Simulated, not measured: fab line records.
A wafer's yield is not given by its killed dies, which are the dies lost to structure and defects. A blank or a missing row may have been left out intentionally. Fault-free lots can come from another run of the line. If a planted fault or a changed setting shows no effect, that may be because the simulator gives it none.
Matching of chambers | flow n5_finfet | 3 sister chambers for N5_MOL_CONTACT_COAG_CO_FILL_22 on cvd_co-01
The step material Co, precursor CCTBA/H2, target thk 20 nm. 6 wafers are shown with their chamber, then 6 later ones without.

== WAFERS WITH THEIR CHAMBER ==
wafer  | chamber | heater_power_w (W) | chamber_pressure_Torr (Torr)
L671.2 | 1       | 244                | 29.97
L673.2 | 0       | 218                | 29.99
L673.4 | 2       | 255                | 29.93
L673.5 | 0       | 222                | 30.04
L675.1 | 1       | 249                | 30.15
L675.3 | 2       | 256                | 29.98

== WAFERS WITHOUT THEIR CHAMBER ==
wafer  | heater_power_w (W) | chamber_pressure_Torr (Torr)
L675.5 | 224                | 29.89
L678.3 | 265                | 30.12
L678.6 | 262                | 30.03
L679.1 | 251                | 30.02
L679.5 | 217                | 29.95
L679.6 | 243                | 29.98

== EACH ONE'S CHAMBER ==
wafer  | from the rows above     | in truth
L675.5 | 0                       | 0
L678.3 | 2                       | 2
L678.6 | 2                       | 2
L679.1 | can't be placed: 1 or 2 | 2
L679.5 | 0                       | 0
L679.6 | 1                       | 1
Correctly placed: 5 of 6. From these rows, 1 cannot be placed; in 1 the true chamber is one of the candidates. Placed wrongly: 0.
How it was worked out, from the rows above alone: a wafer's distance from a chamber is the root of the sum, over the readings, of the square of ((its reading less the chamber's mean) divided by the reading's scatter). If the next closest chamber is less than 2 further off than the closest, the wafer can't be placed; otherwise it belongs to the closest. The mean given for a chamber averages the wafers shown for that chamber. The scatter: the root of (the sum of the squares of (reading less its chamber's mean) over the shown wafers, divided by (wafers less chambers)).
